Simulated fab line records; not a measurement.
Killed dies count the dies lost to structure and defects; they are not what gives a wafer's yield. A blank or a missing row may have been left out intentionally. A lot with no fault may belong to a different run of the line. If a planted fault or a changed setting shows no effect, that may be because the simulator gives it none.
Which of the tools did it? :: flow nandHarc :: Sampling: 12 lots, 36 wafers, 5 of 1302 route steps

== WHAT EACH GAUGE READ, for each wafer ==
NHARC_END_SORT_01. Usual: killedAtArray 64, standard deviation 16; killedAtOther 1.0, standard deviation 1.1; killedAtPeriphery 3.5, standard deviation 2.3; killedDies 69, standard deviation 17; killedOpen 3.2, standard deviation 1.6; killedShort 2.4, standard deviation 1.6.
lot: L538
measured: day 25 08:20
on: prober-02
killedAtArray: 54 66 51
killedAtOther: 2 0 0
killedAtPeriphery: 4 3 0
killedDies: 60 69 51
killedOpen: 4 6 1
killedShort: 2 0 2
flag: 

lot: L543
measured: day 28 16:53
on: prober-01
killedAtArray: 64 62 50
killedAtOther: 1 0 3
killedAtPeriphery: 567 580 594
killedDies: 632 642 647
killedOpen: 5 4 4
killedShort: 1 2 0
flag: OFF

lot: L549
measured: day 30 12:36
on: prober-02
killedAtArray: 47 40 48
killedAtOther: 1 0 0
killedAtPeriphery: 573 581 580
killedDies: 621 621 628
killedOpen: 3 4 5
killedShort: 2 3 4
flag: OFF

lot: L554
measured: day 32 18:23
on: prober-01
killedAtArray: 69 54 62
killedAtOther: 0 0 1
killedAtPeriphery: 1 1 3
killedDies: 70 55 66
killedOpen: 2 4 6
killedShort: 2 3 5
flag: 

lot: L556
measured: day 33 06:43
on: prober-01
killedAtArray: 78 77 79
killedAtOther: 1 2 1
killedAtPeriphery: 4 6 4
killedDies: 83 85 84
killedOpen: 2 3 6
killedShort: 1 4 3
flag: 

lot: L558
measured: day 34 03:35
on: prober-02
killedAtArray: 54 56 45
killedAtOther: 0 0 0
killedAtPeriphery: 3 4 3
killedDies: 57 60 48
killedOpen: 6 5 6
killedShort: 6 3 1
flag: 

== EACH LOT AND THE TOOL THAT RAN IT (in order: tool; ch and the chambers of the sampled wafers; start) ==
lot: L535
NHARC_P_ZERO_WELL_EXPOSE_34: krfScanner-04 ch 0, day 1 23:56
NHARC_A_BONDPAD_CMP_29: cmp-01 ch 0,1, day 22 22:50
NHARC_A_BONDPAD_ETCH_24: rieDiel-11 ch 2,3, day 23 01:50 or earlier
NHARC_A_BONDPAD_CMP_19: cmp-01 ch 0,3, day 23 01:50

lot: L538
NHARC_P_ZERO_WELL_EXPOSE_34: krfScanner-02 ch 0, day 3 05:50
NHARC_A_BONDPAD_CMP_29: cmp-03 ch 0,1, day 23 14:46
NHARC_A_BONDPAD_ETCH_24: rieDiel-09 ch 1,2, day 23 17:55 or earlier
NHARC_A_BONDPAD_CMP_19: cmp-02 ch 1,2,3, day 23 17:55

lot: L539
NHARC_P_ZERO_WELL_EXPOSE_34: krfScanner-04 ch 0, day 3 16:15
NHARC_A_BONDPAD_CMP_29: cmp-02 ch 0,2, day 24 07:03
NHARC_A_BONDPAD_ETCH_24: rieDiel-09 ch 0,1,3, day 24 10:01 or earlier
NHARC_A_BONDPAD_CMP_19: cmp-01 ch 0,2,3, day 24 10:01

lot: L540
NHARC_P_ZERO_WELL_EXPOSE_34: krfScanner-04 ch 0, day 4 02:31
NHARC_A_BONDPAD_CMP_29: cmp-03 ch 2,3, day 24 14:19
NHARC_A_BONDPAD_ETCH_24: rieDiel-11 ch 1,2, day 24 17:17 or earlier
NHARC_A_BONDPAD_CMP_19: cmp-02 ch 0,1,3, day 24 17:17

lot: L541
NHARC_P_ZERO_WELL_EXPOSE_34: krfScanner-02 ch 0, day 4 11:50
NHARC_A_BONDPAD_CMP_29: cmp-03 ch 2,3, day 25 14:26
NHARC_A_BONDPAD_ETCH_24: rieDiel-09 ch 0,2, day 25 17:31 or earlier
NHARC_A_BONDPAD_CMP_19: cmp-02 ch 2,3, day 25 17:31

lot: L542
NHARC_P_ZERO_WELL_EXPOSE_34: krfScanner-04 ch 0, day 4 22:05
NHARC_A_BONDPAD_CMP_29: cmp-02 ch 0,1,3, day 26 05:30
NHARC_A_BONDPAD_ETCH_24: rieDiel-07 ch 0,1,3, day 26 08:31 or earlier
NHARC_A_BONDPAD_CMP_19: cmp-02 ch 0,1, day 26 08:31

lot: L543
NHARC_P_ZERO_WELL_EXPOSE_34: krfScanner-04 ch 0, day 5 07:59
NHARC_A_BONDPAD_CMP_29: cmp-03 ch 1,2,3, day 27 07:34
NHARC_A_BONDPAD_ETCH_24: rieDiel-09 ch 1,2,3, day 27 10:38 or earlier
NHARC_A_BONDPAD_CMP_19: cmp-03 ch 1,2,3, day 27 10:38

lot: L549
NHARC_P_ZERO_WELL_EXPOSE_34: krfScanner-04 ch 0, day 7 19:52
NHARC_A_BONDPAD_CMP_29: cmp-02 ch 0,1, day 28 22:59
NHARC_A_BONDPAD_ETCH_24: rieDiel-07 ch 1,2,3, day 29 00:36
NHARC_A_BONDPAD_CMP_19: cmp-01 ch 0,1,2, day 29 02:18

lot: L554
NHARC_P_ZERO_WELL_EXPOSE_34: krfScanner-02 ch 0, day 9 22:32
NHARC_A_BONDPAD_CMP_29: cmp-01 ch 1,2,3, day 31 02:09
NHARC_A_BONDPAD_ETCH_24: rieDiel-09 ch 0,2,3, day 31 05:13 or earlier
NHARC_A_BONDPAD_CMP_19: cmp-01 ch 1,2,3, day 31 05:13

lot: L555
NHARC_P_ZERO_WELL_EXPOSE_34: krfScanner-02 ch 0, day 10 07:53
NHARC_A_BONDPAD_CMP_29: cmp-02 ch 0,1,2, day 31 00:29
NHARC_A_BONDPAD_ETCH_24: rieDiel-07 ch 1,2,3, day 31 03:34 or earlier
NHARC_A_BONDPAD_CMP_19: cmp-01 ch 1,2,3, day 31 03:34

lot: L556
NHARC_P_ZERO_WELL_EXPOSE_34: krfScanner-02 ch 0, day 10 17:58
NHARC_A_BONDPAD_CMP_29: cmp-03 ch 0,3, day 31 14:55
NHARC_A_BONDPAD_ETCH_24: rieDiel-09 ch 1,2, day 31 17:53 or earlier
NHARC_A_BONDPAD_CMP_19: cmp-03 ch 1,2, day 31 17:53

lot: L558
NHARC_P_ZERO_WELL_EXPOSE_34: krfScanner-01 ch 0, day 11 14:01
NHARC_A_BONDPAD_CMP_29: cmp-02 ch 2,3, day 32 20:09
NHARC_A_BONDPAD_ETCH_24: rieDiel-09 ch 0,1,3, day 32 23:12 or earlier
NHARC_A_BONDPAD_CMP_19: cmp-02 ch 0,2, day 32 23:12
- NHARC_P_ZERO_WELL_EXPOSE_34: exposes mask P PWELL, target cd 720 nm.
- NHARC_A_BONDPAD_CMP_29: polishes SiCN, target thk 200 nm.
- NHARC_A_BONDPAD_ETCH_24: etches the open film in CF4/N2, target depth 30 nm, time 72.99 s.
- NHARC_A_BONDPAD_CMP_19: polishes, t overpolish 30 s, cu recess touch 16 s, target thk 169.82 nm.

== AS READ BY THE TOOLS THEMSELVES (means over the sampled wafers that have a number; for cases with no such wafer, the mark the record gives instead) ==
NHARC_A_BONDPAD_CMP_29. Usual: motorCurrentA 12.0 A, standard deviation 0.99; slurryFlowMlMin 149.9, standard deviation 0.45.
lot: L535
tool: cmp-01
motorCurrentA (A): 13.6
slurryFlowMlMin: 149.7
flag: 

lot: L538
tool: cmp-03
motorCurrentA (A): 12.5
slurryFlowMlMin: 149.9
flag: 

lot: L539
tool: cmp-02
motorCurrentA (A): 12.6
slurryFlowMlMin: 150.1
flag: 

lot: L540
tool: cmp-03
motorCurrentA (A): 11.1
slurryFlowMlMin: 150.1
flag: 

lot: L541
tool: cmp-03
motorCurrentA (A): 11.4
slurryFlowMlMin: 149.8
flag: 

lot: L542
tool: cmp-02
motorCurrentA (A): 11.6
slurryFlowMlMin: 149.8
flag: 

lot: L543
tool: cmp-03
motorCurrentA (A): 12.1
slurryFlowMlMin: 149.9
flag: 

lot: L549
tool: cmp-02
motorCurrentA (A): 10.6
slurryFlowMlMin: 149.9
flag: 

lot: L554
tool: cmp-01
motorCurrentA (A): 12.3
slurryFlowMlMin: 149.8
flag: 

lot: L555
tool: cmp-02
motorCurrentA (A): 11.5
slurryFlowMlMin: 150.3
flag: 

lot: L556
tool: cmp-03
motorCurrentA (A): 12.2
slurryFlowMlMin: 149.9
flag: 

lot: L558
tool: cmp-02
motorCurrentA (A): 13.3
slurryFlowMlMin: 150.0
flag: 

NHARC_A_BONDPAD_ETCH_24. Usual: cf4FlowSccm is 50.00 sccm with standard deviation 0.17, drypumpMotorCurrentA is 5.97 A with standard deviation 0.26, mfcArSccm is 150.0 sccm with standard deviation 0.5, oesProductAu is 1.004 a.u. with standard deviation 0.0093, rfVppV is 314.1 V with standard deviation 2.1, showerheadPlenumPTorr is 2.62 Torr with standard deviation 0.12, and throttleValvePct is 19.794 % with standard deviation 0.009.
lot: L535
tool: rieDiel-11
cf4FlowSccm (sccm): 50.01
drypumpMotorCurrentA (A): 5.64
mfcArSccm (sccm): 150.0
oesProductAu (a.u.): 1.017
rfVppV (V): 313.4
showerheadPlenumPTorr (Torr): 2.57
throttleValvePct (%): 19.793
flag: 

lot: L538
tool: rieDiel-09
cf4FlowSccm (sccm): 49.87
drypumpMotorCurrentA (A): 6.15
mfcArSccm (sccm): 149.8
oesProductAu (a.u.): 1.015
rfVppV (V): 313.6
showerheadPlenumPTorr (Torr): 2.58
throttleValvePct (%): 19.785
flag: 

lot: L539
tool: rieDiel-09
cf4FlowSccm (sccm): 50.01
drypumpMotorCurrentA (A): 5.86
mfcArSccm (sccm): 150.1
oesProductAu (a.u.): 1.007
rfVppV (V): 312.9
showerheadPlenumPTorr (Torr): 2.54
throttleValvePct (%): 19.792
flag: 

lot: L540
tool: rieDiel-11
cf4FlowSccm (sccm): 49.79
drypumpMotorCurrentA (A): 5.70
mfcArSccm (sccm): 149.5
oesProductAu (a.u.): 1.007
rfVppV (V): 313.6
showerheadPlenumPTorr (Torr): 2.60
throttleValvePct (%): 19.794
flag: 

lot: L541
tool: rieDiel-09
cf4FlowSccm (sccm): 49.94
drypumpMotorCurrentA (A): 6.04
mfcArSccm (sccm): 149.9
oesProductAu (a.u.): 0.992
rfVppV (V): 312.3
showerheadPlenumPTorr (Torr): 2.53
throttleValvePct (%): 19.792
flag: 

lot: L542
tool: rieDiel-07
cf4FlowSccm (sccm): 50.05
drypumpMotorCurrentA (A): 6.11
mfcArSccm (sccm): 149.9
oesProductAu (a.u.): 1.004
rfVppV (V): 316.1
showerheadPlenumPTorr (Torr): 2.71
throttleValvePct (%): 19.789
flag: 

lot: L543
tool: rieDiel-09
cf4FlowSccm (sccm): 50.10
drypumpMotorCurrentA (A): 5.94
mfcArSccm (sccm): 150.0
oesProductAu (a.u.): 1.003
rfVppV (V): 312.7
showerheadPlenumPTorr (Torr): 2.55
throttleValvePct (%): 19.804
flag: 

lot: L549
tool: rieDiel-07
cf4FlowSccm (sccm): 50.07
drypumpMotorCurrentA (A): 6.09
mfcArSccm (sccm): 149.8
oesProductAu (a.u.): 0.997
rfVppV (V): 315.7
showerheadPlenumPTorr (Torr): 2.73
throttleValvePct (%): 19.789
flag: 

lot: L554
tool: rieDiel-09
cf4FlowSccm (sccm): 50.02
drypumpMotorCurrentA (A): 5.85
mfcArSccm (sccm): 149.7
oesProductAu (a.u.): 1.011
rfVppV (V): 311.3
showerheadPlenumPTorr (Torr): 2.50
throttleValvePct (%): 19.789
flag: 

lot: L555
tool: rieDiel-07
cf4FlowSccm (sccm): 50.14
drypumpMotorCurrentA (A): 6.08
mfcArSccm (sccm): 150.0
oesProductAu (a.u.): 0.999
rfVppV (V): 316.6
showerheadPlenumPTorr (Torr): 2.73
throttleValvePct (%): 19.798
flag: 

lot: L556
tool: rieDiel-09
cf4FlowSccm (sccm): 50.03
drypumpMotorCurrentA (A): 6.16
mfcArSccm (sccm): 149.7
oesProductAu (a.u.): 0.997
rfVppV (V): 313.7
showerheadPlenumPTorr (Torr): 2.58
throttleValvePct (%): 19.797
flag: 

lot: L558
tool: rieDiel-09
cf4FlowSccm (sccm): 49.92
drypumpMotorCurrentA (A): 5.86
mfcArSccm (sccm): 149.6
oesProductAu (a.u.): 1.012
rfVppV (V): 312.6
showerheadPlenumPTorr (Torr): 2.54
throttleValvePct (%): 19.792
flag: 

NHARC_A_BONDPAD_CMP_19. Usual: motorCurrentA 12.1 A, standard deviation 1.1; overpolishRunS 30.000 s, standard deviation 0.009; slurryFlowMlMin 150.0, standard deviation 0.44.
lot: L535
tool: cmp-01
motorCurrentA (A): 11.8
overpolishRunS (s): 29.994
slurryFlowMlMin: 149.9
flag: 

lot: L538
tool: cmp-02
motorCurrentA (A): 12.0
overpolishRunS (s): 30.008
slurryFlowMlMin: 149.8
flag: 

lot: L539
tool: cmp-01
motorCurrentA (A): 12.6
overpolishRunS (s): 30.001
slurryFlowMlMin: 149.5
flag: 

lot: L540
tool: cmp-02
motorCurrentA (A): 11.1
overpolishRunS (s): 30.008
slurryFlowMlMin: 150.2
flag: 

lot: L541
tool: cmp-02
motorCurrentA (A): 12.6
overpolishRunS (s): 29.999
slurryFlowMlMin: 150.5
flag: 

lot: L542
tool: cmp-02
motorCurrentA (A): 10.9
overpolishRunS (s): 29.994
slurryFlowMlMin: 150.4
flag: 

lot: L543
tool: cmp-03
motorCurrentA (A): 12.2
overpolishRunS (s): 29.994
slurryFlowMlMin: 149.5
flag: 

lot: L549
tool: cmp-01
motorCurrentA (A): 13.2
overpolishRunS (s): 30.003
slurryFlowMlMin: 150.2
flag: 

lot: L554
tool: cmp-01
motorCurrentA (A): 12.4
overpolishRunS (s): 29.994
slurryFlowMlMin: 149.9
flag: 

lot: L555
tool: cmp-01
motorCurrentA (A): 12.0
overpolishRunS (s): 29.995
slurryFlowMlMin: 150.1
flag: 

lot: L556
tool: cmp-03
motorCurrentA (A): 11.4
overpolishRunS (s): 30.002
slurryFlowMlMin: 149.9
flag: 

lot: L558
tool: cmp-02
motorCurrentA (A): 11.4
overpolishRunS (s): 30.001
slurryFlowMlMin: 150.3
flag: 

== THE ANSWER, worked out from the rows above alone ==
Rule: a lot is off if the mean of its wafers that have a number lies more than 3 standard deviations from the usual mean. Also off: a lot with no number at a reading for which 4 or more lots have one. Any other lot the step has rows for is counted as sound. First the gauges in route order, then the tools' own readings, where a lot's mean is used as printed above. At the first step where some lot is off, the reading lying furthest off is the one used; lots without a number count as furthest.
Off: L543, L549, at NHARC_END_SORT_01 (killedAtPeriphery). Neither off nor sound, because the step has no rows for them: L535, L539, L540, L541, L542, L555.
A tool fits if, at a process step before that reading, it ran every lot that is off, and no sound lot after the first of them. Gauges at NHARC_END_SORT_01: tried the same way as those tools. NHARC_A_BONDPAD_ETCH_24: start missing for some lots; hours and lot order therefore follow NHARC_A_BONDPAD_CMP_19. One fits: krfScanner-04 at NHARC_P_ZERO_WELL_EXPOSE_34. It ran no sound lot before its first lot that is off in this sample, so the start can't be narrowed down.

== WHAT THE SIMULATOR HAD PUT IN ==
Scanner matching overlay: krfScanner-04, from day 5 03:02 on, at NHARC_P_ZERO_WELL_EXPOSE_34. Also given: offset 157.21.
Struck lots among those shown: L543, L549. The same result came from the rule above.
